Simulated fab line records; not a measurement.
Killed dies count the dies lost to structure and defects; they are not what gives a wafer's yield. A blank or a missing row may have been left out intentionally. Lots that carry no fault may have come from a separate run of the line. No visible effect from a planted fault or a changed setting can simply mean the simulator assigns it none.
The tool behind it: which one? ; flow n5 finfet ; 10 lots with 30 wafers sampled at 4 steps, on a route of 1938 steps

== WHAT THE GAUGES READ, wafer by wafer ==
N5_BEOL_M9_INSPECT_13: inspects for defects (brightfield).
lot;measured;on;raw defect count
L654;day 9 15:20;defect inspect-02;337 399 474
L657;day 10 12:13;defect inspect-02;382 294 409
L659;day 10 23:23;defect inspect-01;254 323 260
L660;day 11 03:54;defect inspect-02;275 289 484
L661;day 11 07:05;defect inspect-01;833 761 612
L665;day 12 11:48;defect inspect-02;856 731 797
L672;day 14 10:34;defect inspect-01;342 444 348
L674;day 14 12:43;defect inspect-01;439 393 334
L675;day 14 19:45;defect inspect-01;315 320 370
L676;day 15 13:40;defect inspect-01;274 249 268

== WHAT TOOL EACH LOT RAN ON (gives the tool, then ch and the chambers of the sampled wafers, and finally the start) ==
lot;N5_BEOL_M8_DEP_56;N5_BEOL_M9_PECVD_70;N5_BEOL_M9_HM_DEP_02
L654;pecvd-01 ch 1,2, day 9 13:31;pecvd-03 ch 0,1,2, day 9 14:18;pvd sputter-02, day 9 14:55
L657;pecvd-04 ch 0,1, day 10 09:07;pecvd-04 ch 0,1, day 10 09:56;pvd sputter-02, day 10 11:47
L659;pecvd-04 ch 0,2, day 10 20:02;pecvd-03 ch 0,1, day 10 20:47;pvd sputter-02, day 10 22:58
L660;pecvd-04 ch 0,1,2, day 11 02:05;pecvd-03 ch 1,2, day 11 03:08;pvd sputter-02, day 11 03:21
L661;pecvd-04 ch 0,1,2, day 11 04:05;pecvd-04 ch 0,1,2, day 11 04:50;pvd sputter-02, day 11 06:32
L665;pecvd-04 ch 1, day 12 09:55;pecvd-01 ch 0,1,2, day 12 10:43;pvd sputter-02, day 12 11:14
L672;pecvd-01 ch 0,2, day 14 05:57;pecvd-03 ch 1,2, day 14 07:19;pvd sputter-01, day 14 10:08
L674;pecvd-01 ch 0,1, day 14 10:43;pecvd-03 ch 0,1,2, day 14 11:57;pvd sputter-01, day 14 12:10
L675;pecvd-04 ch 0,1, day 14 16:01;pecvd-04 ch 0,1,2, day 14 16:46;pvd sputter-01, day 14 19:11
L676;pecvd-02 ch 1,2, day 15 11:40;pecvd-03 ch 0,1, day 15 12:26;pvd sputter-01, day 15 13:07
- N5_BEOL_M8_DEP_56: deposits SiCN from 3MS/NH3, target thk 10 nm, time 17.5 s.
- N5_BEOL_M9_PECVD_70: deposits SiO2 from TEOS/O2, target thk 20 nm, time 22.7 s.
- N5_BEOL_M9_HM_DEP_02: deposits TiN, target thk 20 nm.

== THE ANSWER, worked out from the rows above alone ==
Rule: the usual values come from the lots themselves. Put in order of their means at a reading, lots are off if they are a third of the lots or fewer, leave a main group of 4 or more, and stand apart from it by a gap of 3 or more times the standard deviation of the main group's means; of several such gaps the widest counts. The tables above print the reading to a certain number of digits; a main group whose means all agree to those digits is not used. A lot without any number at a reading at which 4 lots or more have one is off too. Any other lot the step has rows for is counted as sound.
Off, at N5_BEOL_M9_INSPECT_13 on raw defect count: L661, L665. The main group has a mean of 345 with a standard deviation of 47.
A tool fits if, at a process step before that reading, it ran every lot that is off, and no sound lot after the first of them. Those tools and the gauges at N5_BEOL_M9_INSPECT_13 are tried in the same way. One candidate fits, namely pvd sputter-02 at N5_BEOL_M9_HM_DEP_02. A fault onset in the window from L660 (day 11 03:21, its last sound lot) to L661 (day 11 06:32, its first lot off) fits.

== WHAT WAS PUT IN BY THE SIMULATOR ==
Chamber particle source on pvd sputter-02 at N5_BEOL_M9_HM_DEP_02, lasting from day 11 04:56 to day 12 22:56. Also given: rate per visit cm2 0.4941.
Lots struck among those shown: L661, L665. The rule above found the same.
